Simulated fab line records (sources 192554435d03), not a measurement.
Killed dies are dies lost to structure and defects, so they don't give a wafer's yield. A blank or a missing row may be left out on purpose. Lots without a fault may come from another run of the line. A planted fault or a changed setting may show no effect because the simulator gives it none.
The tool behind it: which one? | flow n5_finfet | 72 wafers from 24 lots sampled at 5 of the route's 1938 steps

== WHAT THE GAUGES READ, wafer by wafer ==
N5_BEOL_M4_INSPECT_59: inspects for defects (darkfield). Usual: raw_defect_count 68, standard deviation 24.
lot  | measured     | on                | raw_defect_count | flag
L074 | day 8 17:10  | defect_inspect-01 | 42 65 60         |
L077 | day 9 01:04  | defect_inspect-02 | 65 68 58         |
L076 | day 9 04:11  | defect_inspect-02 | 89 47 39         |
L075 | day 9 06:10  | defect_inspect-01 | 116 102 99       |
L079 | day 9 09:04  | defect_inspect-01 | 77 93 67         |
L078 | day 9 10:54  | defect_inspect-01 | 85 47 57         |
L080 | day 10 10:29 | defect_inspect-02 | 104 50 88        |
L081 | day 10 16:59 | defect_inspect-01 | 51 65 44         |
L082 | day 11 14:37 | defect_inspect-02 | 69 55 58         |
L085 | day 11 14:40 | defect_inspect-02 | 47 41 98         |
L084 | day 12 19:10 | defect_inspect-02 | 52 51 46         |
L086 | day 13 02:01 | defect_inspect-01 | 77 68 58         |
L089 | day 13 08:40 | defect_inspect-02 | 50 122 77        |
L083 | day 13 11:58 | defect_inspect-01 | 76 68 65         |
L087 | day 13 17:02 | defect_inspect-01 | 133 89 95        |
L088 | day 13 20:29 | defect_inspect-02 | 35 40 39         |
L090 | day 14 04:59 | defect_inspect-01 | 70 68 70         |
L093 | day 14 17:57 | defect_inspect-02 | 72 92 97         |
L092 | day 14 20:07 | defect_inspect-02 | 103 65 62        |
L094 | day 14 22:30 | defect_inspect-01 | 85 71 56         |
L091 | day 14 22:51 | defect_inspect-01 | 83 69 52         |
L095 | day 15 15:07 | defect_inspect-02 | 55 55 59         |
L097 | day 15 15:23 | defect_inspect-01 | 39 77 39         |
L096 | day 15 22:17 | defect_inspect-01 | 106 105 82       |

N5_BEOL_M5_THK_MEAS_53: measures by xrf. Usual: M5_THK 60.9 nm, standard deviation 1.3.
lot  | measured     | on            | M5_THK (nm)    | flag
L074 | day 9 06:32  | film_metro-01 | 57.7 59.1 60.9 |
L077 | day 9 15:23  | film_metro-02 | 61.2 59.3 61.0 |
L076 | day 9 15:29  | film_metro-02 | 60.4 60.0 62.0 |
L075 | day 9 19:23  | film_metro-01 | 60.8 63.0 60.1 |
L079 | day 9 21:28  | film_metro-01 | 59.8 61.9 61.0 |
L078 | day 9 23:49  | film_metro-01 | 60.7 61.0 59.2 |
L080 | day 10 23:21 | film_metro-01 | 60.0 61.7 61.8 |
L081 | day 11 06:38 | film_metro-01 | 60.3 62.0 61.1 |
L082 | day 12 02:43 | film_metro-02 | 61.6 59.9 60.4 |
L085 | day 12 04:46 | film_metro-02 | 61.0 61.2 60.9 |
L084 | day 13 08:37 | film_metro-01 | 62.1 64.4 62.1 |
L086 | day 13 14:37 | film_metro-01 | 61.1 61.0 60.7 |
L089 | day 13 21:11 | film_metro-01 | 59.5 60.2 60.0 |
L083 | day 14 02:01 | film_metro-02 | 59.6 60.4 58.3 |
L087 | day 14 07:02 | film_metro-01 | 63.3 62.2 63.3 |
L088 | day 14 10:19 | film_metro-02 | 59.6 59.2 58.3 |
L090 | day 14 17:21 | film_metro-02 | 62.8 60.9 62.8 |
L093 | day 15 05:34 | film_metro-01 | 61.1 61.1 61.3 |
L092 | day 15 08:43 | film_metro-02 | 60.1 63.5 58.8 |
L094 | day 15 12:31 | film_metro-01 | 61.5 60.1 60.3 |
L091 | day 15 11:38 | film_metro-02 | 61.0 60.4 61.0 |
L095 | day 16 03:00 | film_metro-02 | 60.2 59.7 59.4 |
L097 | day 16 02:25 | film_metro-02 | 63.2 61.8 63.5 |
L096 | day 16 13:01 | film_metro-01 | 61.3 62.3 61.3 |

== WHAT TOOL EACH LOT RAN ON (gives the tool, then ch and the chambers of the sampled wafers, and finally the start) ==
lot  | N5_BEOL_M4_SPUTTER_86        | N5_BEOL_M5_PECVD_70             | N5_BEOL_M5_SPUTTER_83
L074 | pvd_sputter-03, day 8 14:59  | pecvd-02 ch 0,1,2, day 8 18:46  | pvd_sputter-03, day 9 03:19
L077 | pvd_sputter-03, day 8 22:53  | pecvd-01 ch 0,2, day 9 02:41    | pvd_sputter-02, day 9 10:30
L076 | pvd_sputter-02, day 9 02:01  | pecvd-02 ch 1,2, day 9 05:47    | pvd_sputter-01, day 9 12:29
L075 | pvd_sputter-01, day 9 03:59  | pecvd-01 ch 0,2, day 9 07:57    | pvd_sputter-02, day 9 16:24
L079 | pvd_sputter-01, day 9 06:53  | pecvd-02 ch 0,1, day 9 10:40    | pvd_sputter-01, day 9 18:30
L078 | pvd_sputter-01, day 9 08:43  | pecvd-04 ch 0,1, day 9 12:30    | pvd_sputter-03, day 9 20:48
L080 | pvd_sputter-01, day 10 00:17 | pecvd-01 ch 0,1, day 10 12:35   | pvd_sputter-03, day 10 20:23
L081 | pvd_sputter-03, day 10 14:37 | pecvd-04 ch 0,1, day 10 19:04   | pvd_sputter-01, day 11 03:29
L082 | pvd_sputter-01, day 11 12:27 | pecvd-04 ch 0,1,2, day 11 16:20 | pvd_sputter-03, day 11 23:45
L085 | pvd_sputter-03, day 11 12:29 | pecvd-04 ch 0,1, day 11 16:29   | pvd_sputter-01, day 12 01:49
L084 | pvd_sputter-02, day 12 16:43 | pecvd-01 ch 1,2, day 12 20:46   | pvd_sputter-01, day 13 05:34
L086 | pvd_sputter-01, day 12 23:50 | pecvd-02 ch 0,1,2, day 13 03:37 | pvd_sputter-02, day 13 11:38
L089 | pvd_sputter-02, day 13 06:27 | pecvd-04 ch 0, day 13 10:15     | pvd_sputter-01, day 13 18:13
L083 | pvd_sputter-01, day 13 09:48 | pecvd-02 ch 0,2, day 13 13:34   | pvd_sputter-03, day 13 22:56
L087 | pvd_sputter-03, day 13 14:44 | pecvd-01 ch 0,1, day 13 18:37   | pvd_sputter-02, day 14 04:04
L088 | pvd_sputter-02, day 13 18:19 | pecvd-04 ch 0,2, day 13 22:05   | pvd_sputter-03, day 14 07:20
L090 | pvd_sputter-01, day 14 02:49 | pecvd-04 ch 0,2, day 14 06:36   | pvd_sputter-03, day 14 14:23
L093 | pvd_sputter-01, day 14 15:46 | pecvd-01 ch 0,1,2, day 14 19:34 | pvd_sputter-02, day 15 02:35
L092 | pvd_sputter-01, day 14 17:36 | pecvd-04 ch 0,1,2, day 14 21:44 | pvd_sputter-01, day 15 05:45
L094 | pvd_sputter-02, day 14 20:16 | pecvd-04 ch 0,1,2, day 15 00:05 | pvd_sputter-03, day 15 09:19
L091 | pvd_sputter-03, day 14 20:28 | pecvd-01 ch 0,2, day 15 00:27   | pvd_sputter-02, day 15 08:40
L095 | pvd_sputter-02, day 15 12:56 | pecvd-02 ch 0,1,2, day 15 17:13 | pvd_sputter-01, day 16 00:01
L097 | pvd_sputter-01, day 15 13:09 | pecvd-04 ch 0,1,2, day 15 16:59 | pvd_sputter-03, day 15 23:27
L096 | pvd_sputter-01, day 15 20:01 | pecvd-02 ch 0,1, day 15 23:53   | pvd_sputter-03, day 16 10:02
- N5_BEOL_M4_SPUTTER_86: material Cu, target thk 4.5 nm, time 8.29 s.
- N5_BEOL_M5_PECVD_70: deposits SiO2 from TEOS/O2, target thk 16 nm, time 18 s.
- N5_BEOL_M5_SPUTTER_83: material Cu, target thk 15 nm, time 27.62 s.

== AS READ BY THE TOOLS THEMSELVES (means over the sampled wafers that have a number; for cases with no such wafer, the mark the record gives instead) ==
N5_BEOL_M4_SPUTTER_86. Usual: chuck_gas_flow_sccm 1.26 sccm, standard deviation 0.053; throttle_valve_pct 29.8 %, standard deviation 1.1.
lot  | tool           | chuck_gas_flow_sccm (sccm) | throttle_valve_pct (%) | flag
L074 | pvd_sputter-03 | 1.25                       | 29.9                   |
L077 | pvd_sputter-03 | 1.30                       | 31.2                   |
L076 | pvd_sputter-02 | 1.25                       | 30.2                   |
L075 | pvd_sputter-01 | 1.23                       | 29.6                   |
L079 | pvd_sputter-01 | 1.30                       | 29.8                   |
L078 | pvd_sputter-01 | 1.22                       | 29.3                   |
L080 | pvd_sputter-01 | 1.25                       | 29.8                   |
L081 | pvd_sputter-03 | 1.29                       | 31.9                   |
L082 | pvd_sputter-01 | 1.23                       | 30.0                   |
L085 | pvd_sputter-03 | 1.25                       | 30.7                   |
L084 | pvd_sputter-02 | 1.29                       | 30.3                   |
L086 | pvd_sputter-01 | 1.24                       | 29.1                   |
L089 | pvd_sputter-02 | 1.26                       | 30.3                   |
L083 | pvd_sputter-01 | 1.25                       | 28.8                   |
L087 | pvd_sputter-03 | 1.31                       | 31.1                   |
L088 | pvd_sputter-02 | 1.30                       | 29.8                   |
L090 | pvd_sputter-01 | 1.24                       | 29.1                   |
L093 | pvd_sputter-01 | 1.23                       | 28.5                   |
L092 | pvd_sputter-01 | 1.28                       | 28.6                   |
L094 | pvd_sputter-02 | 1.27                       | 30.0                   |
L091 | pvd_sputter-03 | 1.23                       | 30.8                   |
L095 | pvd_sputter-02 | 1.26                       | 30.5                   |
L097 | pvd_sputter-01 | 1.24                       | 29.6                   |
L096 | pvd_sputter-01 | 1.27                       | 29.7                   |

N5_BEOL_M5_PECVD_70. Usual: heater_power_w 706 W, standard deviation 76; rf_fwd_power_W 445.0 W, standard deviation 2.4; showerhead_plenum_p_Torr 8.81 Torr, standard deviation 0.063; throttle_valve_pct 22.8 %, standard deviation 1.5.
lot  | tool     | heater_power_w (W) | rf_fwd_power_W (W) | showerhead_plenum_p_Torr (Torr) | throttle_valve_pct (%) | flag
L074 | pecvd-02 | 680                | 444.8              | 8.80                            | 23.1                   |
L077 | pecvd-01 | 659                | 445.8              | 8.84                            | 21.7                   |
L076 | pecvd-02 | 741                | 448.1              | 8.85                            | 22.4                   |
L075 | pecvd-01 | 698                | 444.5              | 8.83                            | 22.1                   |
L079 | pecvd-02 | 627                | 445.3              | 8.83                            | 24.2                   |
L078 | pecvd-04 | 730                | 444.8              | 8.81                            | 23.4                   |
L080 | pecvd-01 | 733                | 446.3              | 8.84                            | 22.5                   |
L081 | pecvd-04 | 656                | 444.4              | 8.82                            | 23.6                   |
L082 | pecvd-04 | 654                | 445.4              | 8.79                            | 22.4                   |
L085 | pecvd-04 | 693                | 444.2              | 8.81                            | 22.5                   |
L084 | pecvd-01 | 754                | 444.9              | 8.86                            | 23.3                   |
L086 | pecvd-02 | 702                | 443.3              | 8.78                            | 23.3                   |
L089 | pecvd-04 | 730                | 447.1              | 8.83                            | 24.7                   |
L083 | pecvd-02 | 836                | 444.2              | 8.79                            | 22.3                   |
L087 | pecvd-01 | 796                | 444.7              | 8.86                            | 22.6                   |
L088 | pecvd-04 | 597                | 444.8              | 8.75                            | 22.5                   |
L090 | pecvd-04 | 681                | 448.4              | 8.79                            | 23.9                   |
L093 | pecvd-01 | 782                | 445.0              | 8.85                            | 22.4                   |
L092 | pecvd-04 | 645                | 444.2              | 8.79                            | 22.8                   |
L094 | pecvd-04 | 688                | 444.3              | 8.77                            | 22.6                   |
L091 | pecvd-01 | 712                | 444.3              | 8.82                            | 21.1                   |
L095 | pecvd-02 | 749                | 444.6              | 8.79                            | 23.2                   |
L097 | pecvd-04 | 629                | 444.4              | 8.79                            | 22.8                   |
L096 | pecvd-02 | 706                | 442.6              | 8.74                            | 23.7                   |

N5_BEOL_M5_SPUTTER_83. Usual: chuck_gas_flow_sccm 1.24 sccm, standard deviation 0.049; throttle_valve_pct 30.0 %, standard deviation 1.2.
lot  | tool           | chuck_gas_flow_sccm (sccm) | throttle_valve_pct (%) | flag
L074 | pvd_sputter-03 | 1.22                       | 30.6                   |
L077 | pvd_sputter-02 | 1.20                       | 30.6                   |
L076 | pvd_sputter-01 | 1.24                       | 29.8                   |
L075 | pvd_sputter-02 | 1.23                       | 29.9                   |
L079 | pvd_sputter-01 | 1.24                       | 29.0                   |
L078 | pvd_sputter-03 | 1.24                       | 30.8                   |
L080 | pvd_sputter-03 | 1.21                       | 30.5                   |
L081 | pvd_sputter-01 | 1.24                       | 28.9                   |
L082 | pvd_sputter-03 | 1.24                       | 29.9                   |
L085 | pvd_sputter-01 | 1.21                       | 29.5                   |
L084 | pvd_sputter-01 | 1.22                       | 30.2                   |
L086 | pvd_sputter-02 | 1.31                       | 30.0                   |
L089 | pvd_sputter-01 | 1.27                       | 29.7                   |
L083 | pvd_sputter-03 | 1.29                       | 30.2                   |
L087 | pvd_sputter-02 | 1.25                       | 29.9                   |
L088 | pvd_sputter-03 | 1.24                       | 29.8                   |
L090 | pvd_sputter-03 | 1.22                       | 29.9                   |
L093 | pvd_sputter-02 | 1.27                       | 29.7                   |
L092 | pvd_sputter-01 | 1.26                       | 28.8                   |
L094 | pvd_sputter-03 | 1.26                       | 30.9                   |
L091 | pvd_sputter-02 | 1.25                       | 30.7                   |
L095 | pvd_sputter-01 | 1.26                       | 29.2                   |
L097 | pvd_sputter-03 | 1.26                       | 29.9                   |
L096 | pvd_sputter-03 | 1.20                       | 29.8                   |

== THE ANSWER, worked out from the rows above alone ==
Rule: lot off if the mean of its wafers having a number is beyond 3 standard deviations from the usual mean. Also off: a lot with no number at a reading for which 4 or more lots have one. The other lots that the step has rows for count as sound. After the gauges, taken in route order, come the tools' own readings; for these a lot's mean is taken, as printed above. At the first step where some lot is off, the reading lying furthest off is the one used; lots without a number count as furthest.
No lot is off at any reading shown: from this, nothing can be told.

== WHAT THE SIMULATOR HAD PUT IN ==
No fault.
